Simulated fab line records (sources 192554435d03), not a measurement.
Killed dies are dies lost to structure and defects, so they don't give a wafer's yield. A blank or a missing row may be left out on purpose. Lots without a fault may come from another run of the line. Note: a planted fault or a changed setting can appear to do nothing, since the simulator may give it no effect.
The tool behind it: which one? | flow n5-finfet | 6 lots, 16 wafers sampled, at 2 steps of a route of 1938

== WHAT THE GAUGES READ, wafer by wafer ==
N5_BEOL_M7_CD_MEAS_35: the cd target is 40 nm.
lot  | measured     | on        | cd-nm (nm)
L745 | day 9 10:45  | cd-sem-03 | 41.0 41.0 40.9
L751 | day 10 12:56 | cd-sem-02 | 40.1 39.9 39.8
L752 | day 11 19:28 | cd-sem-02 | 41.4 42.6 40.2
L754 | day 12 07:55 | cd-sem-01 | 41.1 41.2
L765 | day 15 02:05 | cd-sem-01 | 39.6 40.5
L766 | day 15 14:02 | cd-sem-01 | 41.2 40.5 40.4

== TOOL THAT RAN EACH LOT (tool first, then ch and the chambers of the sampled wafers, then the start) ==
lot  | N5_BEOL_M7_TRENCH_ETCH_37
L745 | rie-diel-03 ch 1,2,3, day 9 10:45 or earlier
L751 | rie-diel-03 ch 0,1, day 10 12:56 or earlier
L752 | rie-diel-03 ch 1,2,3, day 11 19:28 or earlier
L754 | rie-diel-01 ch 2, day 12 07:55 or earlier
L765 | rie-diel-03 ch 1,3, day 15 02:05 or earlier
L766 | rie-diel-02 ch 0,3, day 15 14:02 or earlier
- N5_BEOL_M7_TRENCH_ETCH_37: etches SiCOH lowk in C4F6/O2, target depth 93.478 nm, time 31.2 s.

== THE ANSWER, worked out from the rows above alone ==
Rule: what is usual is taken from the lots themselves. The widest of any qualifying gaps counts: lots, ordered by their means at a reading, are off when they make up no more than a third of the lots, leave a main group of 4 or more, and stand apart from it by 3 or more times the standard deviation of that group's means. Not used: any main group whose means are identical at the precision the tables above print for the reading. Also off: a lot with no number at a reading for which 4 or more lots have one. Any other lot the step has rows for is counted as sound.
No lot is off on any of the readings shown, so nothing can be concluded from this.

== WHAT THE SIMULATOR HAD INSERTED ==
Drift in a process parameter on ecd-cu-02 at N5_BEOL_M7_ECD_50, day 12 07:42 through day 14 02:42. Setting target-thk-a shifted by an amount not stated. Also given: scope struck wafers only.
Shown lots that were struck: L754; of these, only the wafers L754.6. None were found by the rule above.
